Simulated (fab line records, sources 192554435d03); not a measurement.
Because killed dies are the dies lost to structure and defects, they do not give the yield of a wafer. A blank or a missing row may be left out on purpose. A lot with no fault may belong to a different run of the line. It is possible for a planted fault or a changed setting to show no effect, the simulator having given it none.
Split-lot study -- flow n5Finfet -- 39 wafers read across 7 lots, on a route 1938 steps long

THE SPLIT ITSELF
At N5_BEOL_M11_ILD_DEP_00 (deposits SiCOH lowk from DEMS/porogen, target thk 308.51 nm, time 58 s), the setting targetThkA was moved away from the recipe's 3085.1 angstrom on 6 of the 39 wafers read, by -25.3% to +22.2%. This setting was run at the recipe's value on the other wafers.

FROM SPLIT TO READING: 1 step shown by the file between the two
- N5_BEOL_M11_CURE_71: cures SiCOH lowk, time 240 s

THE READING
M11_ILD_THK (nm), taken at N5_BEOL_M11_THK_MEAS_01. Typical for fault-free wafers on this fab line: 268 nm, with standard deviation 3.5 nm.

wafer,"tool, chamber at the split","targetThkA as run, angstrom",against the recipe,"M11_ILD_THK, nm",against lot-mates on the recipe
L075.1,"pecvd-02, 2",3085.1,recipe,262,-
L075.2,"pecvd-02, 0",3771,+22.2%,322,+55
L075.3,"pecvd-02, 1",3771,+22.2%,324,+57
L075.4,"pecvd-02, 1",3085.1,recipe,270,-
L075.5,"pecvd-02, 0",3771,+22.2%,333,+66
L075.6,"pecvd-02, 2",3085.1,recipe,268,-
L077.1,"pecvd-03, 2",3085.1,recipe,268,-
L077.2,"pecvd-03, 1",3085.1,recipe,263,-
L077.3,"pecvd-03, 0",3085.1,recipe,267,-
L077.4,"pecvd-03, 0",3085.1,recipe,270,-
L077.5,"pecvd-03, 2",3085.1,recipe,274,-
L077.6,"pecvd-03, 1",3085.1,recipe,263,-
L080.1,"pecvd-04, 2",2304,-25.3%,200,-66
L080.2,"pecvd-04, 1",2304,-25.3%,198,-68
L080.3,"pecvd-04, 0",3085.1,recipe,263,-
L080.4,"pecvd-04, 0",3085.1,recipe,267,-
L080.5,"pecvd-04, 2",3085.1,recipe,269,-
L080.6,"pecvd-04, 1",2304,-25.3%,202,-64
L079.1,"pecvd-03, 1",3085.1,recipe,263,-
L079.2,"pecvd-03, 0",3085.1,recipe,268,-
L079.3,"pecvd-03, 2",3085.1,recipe,273,-
L079.4,"pecvd-03, 0",3085.1,recipe,269,-
L079.5,"pecvd-03, 2",3085.1,recipe,273,-
L079.6,"pecvd-03, 1",3085.1,recipe,270,-
L082.1,"pecvd-04, 1",3085.1,recipe,267,-
L082.2,"pecvd-04, 0",3085.1,recipe,268,-
L082.3,"pecvd-04, 0",3085.1,recipe,273,-
L082.4,"pecvd-04, 1",3085.1,recipe,271,-
L082.5,"pecvd-04, 0",3085.1,recipe,272,-
L082.6,"pecvd-04, 1",3085.1,recipe,271,-
L088.1,"pecvd-03, 2",3085.1,recipe,269,-
L088.2,"pecvd-03, 0",3085.1,recipe,264,-
L088.3,"pecvd-03, 1",3085.1,recipe,260,-
L088.4,"pecvd-03, 2",3085.1,recipe,270,-
L088.5,"pecvd-03, 0",3085.1,recipe,269,-
L088.6,"pecvd-03, 1",3085.1,recipe,270,-
L094.1,"pecvd-03, 1",3085.1,recipe,263,-
L094.2,"pecvd-03, 2",3085.1,recipe,268,-
L094.5,"pecvd-03, 1",3085.1,recipe,266,-

THE FIT
A straight line over all 39 wafers: M11_ILD_THK changes by +2.66 nm for each +1% of targetThkA; r = +0.99; the points scatter about the line by 3.7 nm.
The same after taking each lot's own level away (the mean of its wafers on the recipe; 39 wafers): +2.65 nm for each +1%; r = +0.99; scatter 3.4 nm.
The reading moves by 67 nm for the largest change in targetThkA, on that fit.
Across the lots, their own levels run from 265.7 to 270.3 nm, a range of 1.3 times the standard deviation given above.
So the lot-to-lot level changes the slope little: the two slopes agree.
Check: with one of the wafers moved furthest among these (-25.3%) left out of the fit, the line predicts -67.1 nm for it against its lot-mates. It came out at -66.3 nm against them.

FURTHER SPLITS ON THESE WAFERS
Note: prior to the reading, these wafers also went through further splits. Each is held against what the fit with the lots' levels taken away leaves over:
other split on the same wafers,wafers away from the commonest value,r with M11_ILD_THK (lot level and that fit taken away)
N5_BEOL_M8_ILD_DEP_00 timeS,6,+0.07
N5_BEOL_M9_HM_DEP_02 targetThkA,15,+0.01

THE WHOLE CHAIN: every reading that the file lists as answering this split, in the file's order
step,what it does,reading,change (the file's fit),r (the file's)
N5_BEOL_M11_ILD_DEP_00,"deposits SiCOH lowk from DEMS/porogen, target thk 308.51 nm, time 58 s","SiCOH_lowk_of_BEOL_M11_ILD_DEP_00.thkNm (the simulator's own value, which no gauge read)",+3 nm for each +1% of the setting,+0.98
N5_BEOL_M11_CURE_71,"cures SiCOH lowk, time 240 s","SiCOH_lowk_of_BEOL_M11_ILD_DEP_00.thkNm (the simulator's own value, which no gauge read)",+2.65 nm for each +1% of the setting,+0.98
N5_BEOL_M11_THK_MEAS_01,,M11_ILD_THK,+2.65 for each +1% of the setting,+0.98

THE FILE'S OWN FIT
M11_ILD_THK changes by +2.65 nm for each +1% of targetThkA, r = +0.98.
